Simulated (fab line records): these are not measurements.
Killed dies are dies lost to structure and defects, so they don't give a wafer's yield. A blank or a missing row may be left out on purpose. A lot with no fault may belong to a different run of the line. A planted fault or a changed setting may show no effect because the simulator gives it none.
fab line records | flow nand_harc
[record] lots = 5 | wafers = 15 | last_day = 32
route steps=1302 shown P_GATE@170 END@1302
lots with no fault: from the same line, run without faults
start_h: start of the lot's first displayed wafer, in hours after the record's first day | wait_h: hours since the lot's step before | " as in the row above | L1.1+2: one row covering several wafers at once | - either no value or no given start | * or withheld: withheld | < > ~ a bound
route shown NAME@n: NAME is a module with steps in the file, n the number in the route of the first one | usual: mean/standard deviation of fault-free wafers | same: alike in all rows | chamber/n: place in a boat | sites: per-site readings | _std_site: how widely they spread, as a standard deviation | _edge_site: the outer-site mean with the inner-site mean subtracted | radius_mm: for every site, how far away it sits from the centre of the wafer | mask NAME#n: copy n | behind: the most recent tool/chamber to have shaped the wafer | hold: cause of the lot's hold/its duration in hours/its outcome | device: the transistor (n, p or np) that didn't switch | end of line: tests run on the same wafers once the route is complete | step lacking rows: just its recipe | killed: at the first sort, the dies lost to defects and structure; wafer yield is something else | map: shows each die of a wafer: x if killed, . if not, _ if none is there
set.NAME: the setting that was run; set.NAME@STEP: the one run at that earlier step | model.NAME: the simulator's own value behind a step, which no gauge read
lots seen at some steps along the route; tables by step, rows by wafer
services: when a tool's chamber went out of use (start_h, in hours from the record's first day, below 0 if earlier), for how many hours, and the reason
[[steps]]
[step NHARC_P_GATE_CD_MEAS_46]
[recipe] target_cd_nm = 720 | landing_energy_ev = 500
[usual] cd_nm = 720.2/1.8
lot.wafer | tool      | chamber | start_h | wait_h | cd_nm
L166.1    | cd_sem-03 | 0       | 114.22  | -      | 717.5
L166.2    | "         | 0       | "       | "      | 718.9
L166.5    | "         | 0       | "       | "      | 719.5
L170.2    | cd_sem-01 | 0       | 161.72  | -      | 720.4
L170.5    | "         | 0       | "       | "      | 719.7
L170.6    | "         | 0       | "       | "      | 719.8
L184.3    | cd_sem-02 | 0       | 301.71  | -      | 719.6
L184.4    | "         | 0       | "       | "      | 722.0
L184.6    | "         | 0       | "       | "      | 722.4
L186.3    | cd_sem-01 | 0       | 316.69  | -      | 719.3
L186.5    | "         | 0       | "       | "      | 719.9
L186.6    | "         | 0       | "       | "      | 720.6
L185.1    | cd_sem-02 | 0       | 317.02  | -      | 718.7
L185.3    | "         | 0       | "       | "      | 716.6
L185.4    | "         | 0       | "       | "      | 720.6
[step NHARC_P_GATE_HARDBAKE_47]
[recipe] temp_c = 125 | time_s = 80
[step NHARC_P_GATE_DESCUM_48]
[recipe] time_s = 3 | o2_flow_sccm = 200 | ar_flow_sccm = 0 | bias_power_w = 0 | chemistry = O2
[usual] drypump_motor_current_A = 6.0/0.46 | o2_flow_sccm = 199.9/0.59 | oes_product_au = 0.998/0.012 | rf_vpp_V = 57.7/0.84 | showerhead_plenum_p_Torr = 1.90/0.083 | throttle_valve_pct = 11.309/0.0097
lot.wafer | tool        | chamber | start_h | wait_h | drypump_motor_current_A | o2_flow_sccm | oes_product_au | rf_hours_counter_h | rf_vpp_V | showerhead_plenum_p_Torr | throttle_valve_pct
L166.1    | rie_diel-06 | 1       | 114.39  | -      | 5.5                     | 199.5        | 0.988          | 5.6                | 57.7     | 1.80                     | 11.304
L166.2    | "           | 3       | "       | "      | 6.6                     | 199.4        | 0.993          | 8.9                | 59.1     | 1.93                     | 11.305
L166.5    | "           | 0       | "       | "      | 6.4                     | 200.7        | 0.992          | -                  | 57.7     | 1.81                     | 11.286
L170.2    | rie_diel-08 | 0       | 161.92  | -      | 6.1                     | 199.3        | 1.004          | 4.6                | 55.4     | 2.02                     | 11.324
L170.6    | "           | 1       | "       | "      | 5.7                     | 200.0        | 0.996          | -                  | 56.5     | 1.85                     | 11.308
L170.5    | "           | 2       | "       | "      | 5.2                     | 200.7        | 0.996          | -                  | 57.0     | 1.93                     | 11.297
L184.4    | rie_diel-13 | 1       | 301.86  | -      | 6.0                     | 200.8        | 1.015          | 7.8                | 58.1     | 2.04                     | 11.299
L184.3    | "           | 3       | "       | "      | 5.7                     | 199.5        | 0.982          | 6.9                | 57.4     | 1.90                     | 11.329
L184.6    | "           | 2       | "       | "      | 5.9                     | 200.4        | 1.000          | -                  | 57.3     | 1.86                     | 11.303
L186.3    | rie_diel-06 | 0       | 316.85  | -      | 6.5                     | 200.0        | 0.976          | 0                  | 56.2     | 1.80                     | 11.309
L186.5    | "           | 0       | "       | "      | 6.4                     | 199.8        | 0.978          | -                  | 58.8     | 1.80                     | 11.309
L186.6    | "           | 1       | "       | "      | 5.5                     | 200.1        | 0.979          | -                  | 57.5     | 1.80                     | 11.300
L185.3    | rie_diel-13 | 1       | 317.18  | -      | 6.0                     | 200.1        | 1.027          | 8.2                | 59.0     | 2.04                     | 11.308
L185.1    | "           | 2       | "       | "      | 5.9                     | 200.3        | 1.008          | 8.4                | 56.8     | 1.86                     | 11.326
L185.4    | "           | 3       | "       | "      | 5.7                     | 199.6        | 1.000          | 7.4                | 58.2     | 1.90                     | 11.320
[step NHARC_P_GATE_IMPLANT_49]
[recipe] energy_kev = 30 | dose_cm2 = 3e+15 | tilt_deg = 7
[step NHARC_P_GATE_STRIP_111]
[recipe] power_w = 1500 | temp_c = 110 | time_s = 250 | chemistry = N2/H2
[usual] drypump_motor_current_A = 5.6/0.68 | heater_power_w = 81/6.3
lot.wafer | tool            | chamber | start_h | wait_h | drypump_motor_current_A | heater_power_w | rf_hours_counter_h
L166.2    | plasma_asher-02 | 1       | 114.87  | 0.3    | 6.3                     | 75             | 6
L166.1    | "               | 0       | "       | "      | 6.3                     | 79             | 6
L166.5    | "               | 0       | "       | "      | 6.2                     | 81             | -
L170.2    | plasma_asher-02 | 1       | 162.28  | 0.2    | 6.4                     | 72             | 15
L170.5    | "               | 1       | "       | "      | 6.4                     | 75             | -
L170.6    | "               | 0       | "       | "      | 6.2                     | 83             | -
L184.4    | plasma_asher-01 | 1       | 302.40  | 0.3    | 4.7                     | 89             | -
L184.3    | "               | 0       | "       | "      | 5.3                     | 75             | -
L184.6    | "               | 1       | "       | "      | 4.7                     | 90             | -
L186.3    | plasma_asher-02 | 1       | 317.32  | 0.2    | 6.3                     | 77             | -
L186.5    | "               | 1       | "       | "      | 6.3                     | 80             | -
L186.6    | "               | 0       | "       | "      | 6.3                     | 85             | -
L185.1    | plasma_asher-01 | 0       | 317.60  | 0.2    | 5.3                     | 74             | 26
L185.4    | "               | 1       | "       | "      | 4.7                     | 88             | -
L185.3    | "               | 0       | "       | "      | 5.3                     | 76             | -
[step NHARC_P_GATE_STRIP_75]
[recipe] power_w = 1500 | temp_c = 250 | chemistry = O2
[usual] drypump_motor_current_A = 5.6/0.68 | heater_power_w = 303/23
lot.wafer | tool            | chamber | start_h | wait_h | drypump_motor_current_A | heater_power_w | rf_hours_counter_h
L166.2    | plasma_asher-02 | 1       | 115.17  | 0.3    | 6.3                     | 281            | 7
L166.1    | "               | 0       | "       | "      | 6.2                     | 306            | 7
L166.5    | "               | 0       | "       | "      | 6.2                     | 293            | -
L170.2    | plasma_asher-02 | 1       | 162.58  | 0.3    | 6.3                     | 285            | 15
L170.5    | "               | 1       | "       | "      | 6.3                     | 284            | -
L170.6    | "               | 0       | "       | "      | 6.2                     | 309            | -
L184.4    | plasma_asher-01 | 1       | 302.62  | 0.2    | 4.7                     | 333            | -
L184.3    | "               | 0       | "       | "      | 5.3                     | 290            | -
L184.6    | "               | 1       | "       | "      | 4.7                     | 329            | -
L186.3    | plasma_asher-02 | 1       | 317.54  | 0.2    | 6.3                     | 286            | -
L186.5    | "               | 1       | "       | "      | 6.3                     | 285            | -
L186.6    | "               | 0       | "       | "      | 6.2                     | 323            | -
L185.1    | plasma_asher-01 | 0       | 317.86  | 0.2    | 5.3                     | 286            | 26
L185.4    | "               | 1       | "       | "      | 4.7                     | 332            | -
L185.3    | "               | 0       | "       | "      | 5.3                     | 284            | -
[step NHARC_P_GATE_STRIP_50]
[recipe] time_s = 900 | temp_c = 130 | chemistry = SPM
[step NHARC_P_GATE_DEHYDRATE_51]
[recipe] temp_c = 150 | time_s = 120
[step NHARC_P_GATE_HMDS_52]
[recipe] time_s = 30
[step NHARC_P_GATE_COAT_53]
[recipe] spin_rpm = 3000
[step NHARC_P_GATE_SOFTBAKE_54]
[recipe] temp_c = 122 | time_s = 95
[step NHARC_P_GATE_EBR_55]
[step NHARC_P_GATE_EXPOSE_56]
[recipe] na = 0.6 | target_cd_nm = 720 | dose_mj = 14.81 | mask_id = P_PSD
[same] na = 0.6
lot.wafer  | tool           | chamber | start_h | wait_h | mask
L166.1+2+5 | krf_scanner-03 | 0       | 115.94  | -      | P_PSD#0
L170.2+5+6 | krf_scanner-03 | 0       | 163.35  | -      | P_PSD_R1#0
L184.3+4+6 | krf_scanner-03 | 0       | 303.38  | -      | P_PSD#0
L186.3+5+6 | krf_scanner-01 | 0       | 318.29  | -      | P_PSD#0
L185.1+3+4 | krf_scanner-03 | 0       | 318.62  | -      | P_PSD#0
[step NHARC_P_GATE_PEB_57]
[recipe] peb_temp_c = 118 | peb_time_s = 85
[step NHARC_P_GATE_DEVELOP_58]
[recipe] time_s = 70
[step NHARC_P_GATE_CD_MEAS_59]
[recipe] target_cd_nm = 720 | landing_energy_ev = 500
[usual] cd_nm = 719.6/2.5
lot.wafer | tool      | chamber | start_h | wait_h | cd_nm
L166.1    | cd_sem-01 | 0       | 116.09  | -      | 720.3
L166.2    | "         | 0       | "       | "      | 720.4
L166.5    | "         | 0       | "       | "      | 719.2
L170.2    | cd_sem-02 | 0       | 163.51  | -      | 739.2
L170.5    | "         | 0       | "       | "      | 738.8
L170.6    | "         | 0       | "       | "      | 735.8
L184.3    | cd_sem-01 | 0       | 303.53  | -      | 720.5
L184.4    | "         | 0       | "       | "      | 721.6
L184.6    | "         | 0       | "       | "      | 722.9
L186.3    | cd_sem-03 | 0       | 318.44  | -      | 720.5
L186.5    | "         | 0       | "       | "      | 720.3
L186.6    | "         | 0       | "       | "      | 723.8
L185.1    | cd_sem-01 | 0       | 318.77  | -      | 717.6
L185.3    | "         | 0       | "       | "      | 721.6
L185.4    | "         | 0       | "       | "      | 723.6
[step NHARC_P_GATE_HARDBAKE_60]
[recipe] temp_c = 125 | time_s = 80
[step NHARC_END_SORT_01]
[recipe] temp_c = 25
[usual] killed_at_array = 58/22 | killed_at_other = 1.0/1.3 | killed_at_periphery = 5/3.4 | killed_dies = 64/22 | killed_open = 3.6/1.8 | killed_short = 2.4/1.7
[same] gross_dies = 677
lot.wafer | tool      | chamber | start_h | wait_h | killed_at_array | killed_at_other | killed_at_periphery | killed_dies | killed_open | killed_short
L184.3    | prober-02 | 0       | 751.67  | 3.1    | 93              | 3               | 10                  | 106         | 6           | 2
// killed by level:class
L184.3 A_SLIT:chamber_film_flake=28 A_CHANNEL_HOLE_D2:chamber_film_flake=28 A_CONTACT:chamber_film_flake=7 A_CHANNEL_HOLE_D1:chamber_film_flake=7 A_STAIRCASE:chamber_film_flake=7 A_ZERO_WELL:chamber_film_flake=6 P_M2:chamber_film_flake=5 THIN_TSV:chamber_film_flake=3
[[services]]
tool            | chamber | start_h | hours | kind
rie_diel-13     | 2       | 95.00   | 9.2   | repair
plasma_asher-02 | -       | 96.43   | 2.5   | repair
plasma_asher-01 | -       | 114.67  | 1.2   | repair
rie_diel-13     | -       | 122.65  | 2.1   | repair
rie_diel-06     | -       | 130.20  | 9.0   | pm
krf_scanner-01  | -       | 135.74  | 2.4   | repair
krf_scanner-01  | -       | 140.00  | 4.0   | pm
rie_diel-13     | 2       | 156.02  | 1.6   | repair
plasma_asher-01 | -       | 158.53  | 9.1   | repair
rie_diel-08     | 2       | 162.08  | 6.1   | repair
rie_diel-13     | -       | 165.04  | 9.0   | pm
rie_diel-08     | 3       | 171.72  | 10.4  | repair
rie_diel-13     | 3       | 184.78  | 24.1  | repair
rie_diel-08     | 3       | 185.72  | 15.0  | repair
plasma_asher-01 | -       | 199.96  | 2.1   | repair
rie_diel-06     | 0       | 203.88  | 3.9   | repair
krf_scanner-03  | -       | 224.00  | 4.0   | pm
rie_diel-06     | -       | 228.42  | 2.5   | repair
plasma_asher-02 | -       | 249.87  | 9.0   | pm
rie_diel-13     | 1       | 256.32  | 3.7   | repair
plasma_asher-01 | -       | 279.63  | 2.8   | repair
rie_diel-06     | 3       | 295.90  | 8.2   | repair
rie_diel-06     | -       | 307.20  | 9.0   | pm
plasma_asher-01 | -       | 315.16  | 2.2   | repair
[[key]]
[first_sign] step = NHARC_P_GATE_EXPOSE_56 | reading = mask | direction = changed
[effect] step = NHARC_P_GATE_CD_MEAS_59 | reading = cd_nm | direction = up | sigmas = 7.4 | usual = 719.6 | struck = 737.9
met_at NHARC_P_GATE_EXPOSE_56
struck_wafers L170.2,L170.5,L170.6
tester_left_out L170
onset_between 115.94 163.35
[fault] kind = wrong_mask | tool = any | chamber = - | onset_h = 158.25 | steps = NHARC_P_GATE_EXPOSE_56 | aux_copy = P_PSD_R1#0 | cd_offset_nm = 16.676 | scope = struck_lots_only
// tester_left_out: of these lots the tester's yield and bins aren't shown, on N5 and GAA mostly nor the transistor test; their killed dies are dies lost to structure and defects alone, not to doping, threshold or leakage, so they don't give the yield
